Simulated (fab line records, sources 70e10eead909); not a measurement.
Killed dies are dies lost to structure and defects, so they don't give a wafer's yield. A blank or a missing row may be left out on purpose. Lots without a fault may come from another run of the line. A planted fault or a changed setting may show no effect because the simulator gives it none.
fab line records | flow nand_harc
record lots=7 wafers=20 last_day=25
route steps=1159 shown P_CONTACT@219
lots that met no fault: from a run of the same line without faults
start_h: hours from the record's first day to the start of the lot's first wafer shown | wait_h: hours since the lot's step before | " the same as in the row above | L1.1+2: a row that stands for several wafers | - no value, or no start given | * or withheld: withheld | < > ~ a bound
route shown NAME@n: a module of which the file shows steps, and the number in the route of the first | usual: mean/standard deviation of fault-free wafers | same: alike in all rows | chamber/n: place in a boat | sites: the reading at each site | _std_site: their standard deviation | _edge_site: outer sites' mean less inner sites' | radius_mm: how far each site lies from the wafer's centre | mask NAME#n: copy n | behind: the tool/chamber that last shaped the wafer | hold: why the lot was held/for how many hours/how that ended | device: the transistor (n, p or np) that didn't switch | end of line: the same wafers' tests at the end of the route | a step without rows: its recipe alone | killed: dies lost to structure and defects at the first sort, not the wafer's yield | map: a wafer's dies, x killed, . not, _ none there
set.NAME: the setting as run; set.NAME@STEP: as run at that earlier step | model.NAME: the simulator's own value behind a step, which no gauge read
lots at some steps of the route; a table a step, a row a wafer
services: from which hour (start_h, from the record's first day; less than 0 if before it) a tool's chamber was out of use, for how many hours, and why
## steps
# step NHARC_P_CONTACT_CMP_01
# recipe target_thk_nm=200 material=SiO2
# usual motor_current_A=12.5/1.3
# columns lot.wafer tool chamber start_h wait_h motor_current_A
L992.2 cmp-02 3 126.14 - 11.1
L992.1 " 0 " " 13.5
L992.5 " 1 " " 13.8
L995.4 cmp-01 2 141.60 - 13.4
L995.5 " 0 " " 14.4
L995.6 " 1 " " 11.4
L104.3 cmp-01 2 197.94 - 13.7
L104.2 " 3 " " 11.4
L104.6 " 0 " " 15.0
L108.1 cmp-04 1 228.68 - 13.7
L108.5 " 2 " " 11.4
L108.6 " 3 " " 11.1
L109.2 cmp-01 1 228.95 - 12.5
L109.3 " 2 " " 12.7
L111.1 cmp-01 3 244.70 - 11.1
L111.2 " 1 " " 12.2
L111.6 " 0 " " 14.9
L112.2 cmp-04 3 245.78 - 10.6
L112.1 " 0 " " 11.8
L112.5 " 2 " " 11.6
# step NHARC_P_CONTACT_SRD_03
# step NHARC_P_CONTACT_DEHYDRATE_04
# recipe temp_c=150 time_s=120
# step NHARC_P_CONTACT_HMDS_05
# recipe time_s=30
# step NHARC_P_CONTACT_COAT_33
# recipe temp_c=260 time_s=75
# step NHARC_P_CONTACT_COAT_34
# recipe temp_c=225 time_s=65
# step NHARC_P_CONTACT_COAT_06
# recipe spin_rpm=1500 resist_thk_nm=90
# step NHARC_P_CONTACT_SOFTBAKE_07
# recipe temp_c=105 time_s=55
# step NHARC_P_CONTACT_EBR_08
# step NHARC_P_CONTACT_EXPOSE_09
# recipe na=1.35 target_cd_nm=90 dose_mj=81.26 mask_id=P_CA
# step NHARC_P_CONTACT_PEB_10
# recipe peb_temp_c=100 peb_time_s=65
# step NHARC_P_CONTACT_DEVELOP_11
# recipe develop_time_s=35 dev_temp_c=23
# usual exhaust_pa=44.6/0.9
# columns lot.wafer tool chamber start_h wait_h exhaust_pa
L992.1 litho_track-04 0 126 - 44.2
L992.2 " 0 " " 45.8
L992.5 " 0 " " 44.9
L995.4 litho_track-01 0 142 - 45.4
L995.5 " 0 " " 44.8
L995.6 " 0 " " 45.1
L104.2 litho_track-04 0 198 - 44.9
L104.3 " 0 " " 44.1
L104.6 " 0 " " 45.7
L108.1 litho_track-04 0 229 - 45.5
L108.5 " 0 " " 44.8
L108.6 " 0 " " 45.3
L109.2 litho_track-04 0 229 - 44.5
L109.3 " 0 " " 44.9
L111.1 litho_track-06 0 245 - 45.2
L111.2 " 0 " " 45.1
L111.6 " 0 " " 46.2
L112.1 litho_track-01 0 246 - 43.9
L112.2 " 0 " " 44.2
L112.5 " 0 " " 44.8
# step NHARC_P_CONTACT_CD_MEAS_12
# recipe target_cd_nm=90 landing_energy_ev=500
# usual cd_nm=90.0/0.57
# columns lot.wafer tool chamber start_h wait_h cd_nm
L992.1 cd_sem-01 0 126.92 - 89.9
L992.2 " 0 " " 90.1
L992.5 " 0 " " 91.0
L995.4 cd_sem-01 0 142.41 - 90.5
L995.5 " 0 " " 91.1
L995.6 " 0 " " 90.3
L104.2 cd_sem-02 0 198.59 - 90.9
L104.3 " 0 " " 89.4
L104.6 " 0 " " 88.9
L108.1 cd_sem-02 0 229.31 - 90.7
L108.5 " 0 " " 90.6
L108.6 " 0 " " 89.7
L109.2 cd_sem-01 0 229.73 - 90.9
L109.3 " 0 " " 90.4
L111.1 cd_sem-01 0 245.41 - 90.1
L111.2 " 0 " " 89.8
L111.6 " 0 " " 90.7
L112.1 cd_sem-03 0 246.59 - 90.3
L112.2 " 0 " " 90.7
L112.5 " 0 " " 90.9
# step NHARC_P_CONTACT_OVL_MEAS_13
# usual overlay_x_nm=0.0/0.63 overlay_y_nm=0.0/0.72
# columns lot.wafer tool chamber start_h wait_h overlay_x_nm overlay_y_nm
L992.1 overlay-02 - 127.01 - 1.1 -0.3
L992.2 " - " " 1.6 -0.6
L992.5 " - " " 1.4 -0.4
L995.4 overlay-02 - 142.49 - -0.7 0.6
L995.5 " - " " -1.0 0.5
L995.6 " - " " -0.5 0.4
L104.2 overlay-01 - 198.68 - 0.7 0.9
L104.3 " - " " 0.6 0.4
L104.6 " - " " -0.3 0.9
L108.1 overlay-01 - 229.40 - -0.7 -0.1
L108.5 " - " " -1.1 -0.1
L108.6 " - " " -0.6 0.5
L109.2 overlay-01 - 229.81 - -0.6 1.0
L109.3 " - " " -1.4 1.4
L111.1 overlay-02 - 245.49 - -0.5 -0.2
L111.2 " - " " -0.2 0.0
L111.6 " - " " 0.1 -0.5
L112.1 overlay-01 - 246.68 - -0.6 -0.7
L112.2 " - " " -0.3 -0.7
L112.5 " - " " 0.5 -0.3
# step NHARC_P_CONTACT_INSPECT_14
# usual raw_defect_count=3.7/2.4
# columns lot.wafer tool chamber start_h wait_h raw_defect_count
L992.1 defect_inspect-02 - 127.05 0.0 8
L992.2 " - " " 4
L992.5 " - " " 10
L995.4 defect_inspect-02 - 142.52 0.0 1
L995.5 " - " " 4
L995.6 " - " " 5
L104.2 defect_inspect-01 - 198.72 0.0 3
L104.3 " - " " 4
L104.6 " - " " 6
L108.1 defect_inspect-01 - 229.44 0.0 3
L108.5 " - " " 1
L108.6 " - " " 5
L109.2 defect_inspect-02 - 229.85 0.0 2
L109.3 " - " " 4
L111.1 defect_inspect-02 - 245.53 0.0 1
L111.2 " - " " 5
L111.6 " - " " 4
L112.1 defect_inspect-02 - 246.71 0.0 7
L112.2 " - " " 4
L112.5 " - " " 4
# step NHARC_P_CONTACT_DESCUM_17
# recipe time_s=3 o2_flow_sccm=200 ar_flow_sccm=0 bias_power_w=0 chemistry=O2
# usual drypump_motor_current_A=5.6/0.48 oes_product_au=1.001/0.0076 rf_vpp_V=57.8/0.89 showerhead_plenum_p_Torr=1.92/0.063 throttle_valve_pct=11.311/0.0091
# columns lot.wafer tool chamber start_h wait_h drypump_motor_current_A oes_product_au rf_hours_counter_h rf_vpp_V showerhead_plenum_p_Torr throttle_valve_pct model.P_CONTACT.cd_nm
L992.2 rie_diel-09 1 127.12 0.1 5.1 0.996 3 57.6 1.95 11.309 89.78
L992.1 " 2 " " 6.5 0.991 2 58.3 1.84 11.310 89.56
L992.5 " 1 " " 5.1 0.995 - 57.3 1.95 11.320 90.61
L995.4 rie_diel-06 2 142.59 0.1 5.1 1.000 8 57.9 1.92 11.326 90.62
L995.6 " 1 " " 6.0 1.000 - 58.6 1.92 11.325 90.85
L995.5 " 2 " " 5.1 1.001 - 58.6 1.92 11.300 91.02
L104.3 rie_diel-06 0 198.79 0.1 5.8 1.015 13 57.8 1.87 11.305 89.33
L104.2 " 1 " " 6.1 1.012 10 57.1 1.92 11.309 91.08
L104.6 " 0 " " 5.8 0.999 - 56.9 1.87 11.335 88.42
L108.1 rie_diel-06 0 229.52 0.1 5.8 1.006 17 57.6 1.87 11.322 90.4
L108.5 " 1 " " 6.0 0.995 - 58.2 1.92 11.319 90.69
L108.6 " 2 " " 5.1 1.004 - 58.9 1.92 11.303 89.74
L109.3 rie_diel-09 2 229.93 0.1 6.5 0.998 15 57.6 1.83 11.304 89.92
L109.2 " 3 " " 5.4 0.999 16 57.0 1.93 11.321 90.72
L111.2 rie_diel-01 2 245.61 0.1 4.8 0.985 38 58.4 1.95 11.305 90.45
L111.1 " 3 " " 5.2 0.991 27 58.9 2.01 11.310 90.18
L111.6 " 1 " " 5.5 0.982 - 58.3 1.81 11.306 90.84
L112.2 rie_diel-09 0 246.77 0.1 5.1 1.002 17 57.9 2.02 11.306 90.81
L112.1 " 2 " " 6.5 1.007 17 58.2 1.83 11.302 90.33
L112.5 " 1 " " 5.1 1.014 - 57.6 1.94 11.325 90.85
# step NHARC_P_CONTACT_ETCH_35
# recipe target_depth_a=390 over_etch_frac=0.3 time_s=65 ion_energy_ev=80 cf4_flow_sccm=150 ar_flow_sccm=0 rf_w=300 bias_w=100 chemistry=CF4
# usual drypump_motor_current_A=5.6/0.5 oes_product_au=1.000/0.0071 rf_vpp_V=151.3/1.2 showerhead_plenum_p_Torr=1.77/0.051 throttle_valve_pct=13.283/0.009
# columns lot.wafer tool chamber start_h wait_h drypump_motor_current_A oes_product_au rf_hours_counter_h rf_vpp_V showerhead_plenum_p_Torr throttle_valve_pct model.P_CONTACT.cd_nm
L992.2 rie_diel-09 3 127.20 0.1 5.4 0.998 2 151.5 1.79 13.281 89.93
L992.1 " 0 " " 5.1 1.000 3 152.8 1.87 13.275 89.5
L992.5 " 2 " " 6.5 0.999 - 148.7 1.70 13.292 90.41
L995.4 rie_diel-06 1 142.69 0.1 6.0 0.994 7 150.5 1.77 13.279 90.66
L995.5 " 2 " " 5.1 0.992 - 151.8 1.77 13.295 91.16
L995.6 " 3 " " 6.0 1.005 - 150.1 1.71 13.260 90.78
L104.3 rie_diel-06 0 198.88 0.1 5.8 1.002 13 150.6 1.73 13.282 89.13
L104.2 " 1 " " 6.0 1.004 10 151.1 1.77 13.272 91.01
L104.6 " 1 " " 6.0 1.010 - 151.3 1.77 13.275 88.17
L108.1 rie_diel-06 3 229.58 0.1 6.0 1.006 17 150.1 1.71 13.274 90.59
L108.5 " 3 " " 6.0 0.999 - 149.0 1.71 13.289 90.91
L108.6 " 0 " " 5.8 1.002 - 150.8 1.73 13.281 90.08
L109.2 rie_diel-09 1 230.01 0.1 5.1 1.001 16 151.2 1.80 13.288 90.72
L109.3 " 2 " " 6.5 0.995 15 149.5 1.70 13.283 89.75
L111.2 rie_diel-01 3 245.68 0.1 5.2 0.998 27 153.4 1.85 13.286 90.34
L111.1 " 0 " " 5.8 0.987 24 150.4 1.84 13.277 90.22
L111.6 " 3 " " 5.2 0.996 - 152.7 1.85 13.279 90.8
L112.1 rie_diel-09 0 246.86 0.1 5.1 1.001 17 152.0 1.86 13.273 90.32
L112.2 " 2 " " 6.5 0.999 17 152.0 1.70 13.279 90.67
L112.5 " 0 " " 5.1 0.997 - 154.6 1.86 13.280 90.79
# step NHARC_P_CONTACT_ETCH_36
# recipe target_depth_a=2600 over_etch_frac=0.25 time_s=406.25 ion_energy_ev=200 n2_flow_sccm=150 h2_flow_sccm=150 ar_flow_sccm=0 rf_w=400 bias_w=150 chemistry=N2/H2
# usual drypump_motor_current_A=5.6/0.49 oes_product_au=1.000/0.0065 rf_vpp_V=430.5/2 showerhead_plenum_p_Torr=2.04/0.067 throttle_valve_pct=14.170/0.0095
# columns lot.wafer tool chamber start_h wait_h drypump_motor_current_A oes_product_au rf_hours_counter_h rf_vpp_V showerhead_plenum_p_Torr throttle_valve_pct
L992.1 rie_diel-09 0 - - 5.1 0.994 3 433.2 2.17 14.158
L992.2 " 1 " " 5.1 1.001 3 432.5 2.08 14.171
L992.5 " 2 " " 6.5 1.002 - 428.9 1.96 14.179
L995.4 rie_diel-06 2 - - 5.1 0.986 8 431.1 2.05 14.170
L995.6 " 2 " " 5.1 0.992 - 431.4 2.05 14.174
L995.5 " 3 " " 6.0 1.001 - 427.8 1.97 14.178
L104.3 rie_diel-06 3 - - 6.0 1.005 13 427.2 1.97 14.192
L104.2 " 0 " " 5.8 1.004 13 428.3 1.99 14.160
L104.6 " 3 " " 6.0 0.998 - 428.6 1.97 14.168
L108.1 rie_diel-06 3 - - 6.0 1.001 17 428.4 1.97 14.154
L108.6 " 0 " " 5.8 0.991 - 430.4 1.99 14.174
L108.5 " 1 " " 6.0 0.999 - 431.1 2.04 14.172
L109.2 rie_diel-09 2 - - 6.5 0.999 15 428.2 1.95 14.157
L109.3 " 0 " " 5.1 1.012 15 433.5 2.16 14.181
L111.2 rie_diel-01 0 - - 5.8 0.992 24 435.2 2.13 14.149
L111.1 " 1 " " 5.4 0.994 36 427.4 1.93 14.174
L111.6 " 0 " " 5.8 0.999 - 433.0 2.13 14.173
L112.1 rie_diel-09 2 - - 6.5 0.996 17 429.4 1.95 14.161
L112.2 " 3 " " 5.4 1.003 17 430.0 2.06 14.158
L112.5 " 1 " " 5.1 1.002 - 431.6 2.07 14.169
## services
# columns tool chamber start_h hours kind
cmp-04 - 105.16 4.0 pm
rie_diel-01 1 111.30 2.4 repair
cmp-01 - 115.17 4.5 repair
litho_track-06 - 117.00 7.0 pm
rie_diel-01 2 121.32 4.8 repair
rie_diel-06 0 122.20 - clean
rie_diel-06 1 122.87 5.4 repair
cmp-02 - 128.51 4.0 pm
cmp-01 - 128.83 1.2 repair
cmp-04 - 132.20 2.1 repair
rie_diel-01 1 133.71 5.2 repair
rie_diel-01 - 138.25 9.0 pm
litho_track-04 - 141.00 7.0 pm
rie_diel-01 3 147.61 17.8 repair
cmp-04 - 147.88 1.0 repair
rie_diel-09 0 148.17 5.7 repair
rie_diel-06 1 150.62 12.8 repair
cmp-01 - 179.50 4.0 pm
rie_diel-01 0 183.09 9.5 repair
rie_diel-01 0 193.23 15.4 repair
rie_diel-06 2 198.34 18.5 repair
cmp-04 - 203.16 4.0 pm
cmp-02 - 226.51 4.0 pm
rie_diel-06 - 241.20 9.0 pm
## key
first_sign none at tools or gauges
model_effect step=NHARC_P_CONTACT_DESCUM_17 value=P_CONTACT.cd_nm without=89.75 struck=90.74
model_effect step=NHARC_P_CONTACT_ETCH_35 value=P_CONTACT.cd_nm without=89.79 struck=90.77
met_at NHARC_P_CONTACT_DEVELOP_11
struck_wafers L104.2,L108.1,L109.2
tester_left_out L104,L108,L109
onset_between 126 198
fault kind=process_parameter_drift tool=litho_track-04 chamber=- onset_h=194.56 steps=NHARC_P_CONTACT_DEVELOP_11 channel=develop_time_s offset=* shape=step end_h=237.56 scope=struck_wafers_only acts_in=* stated=*
# tester_left_out: of these lots the tester's yield and bins aren't shown, on N5 and GAA mostly nor the transistor test; their killed dies are dies lost to structure and defects alone, not to doping, threshold or leakage, so they don't give the yield
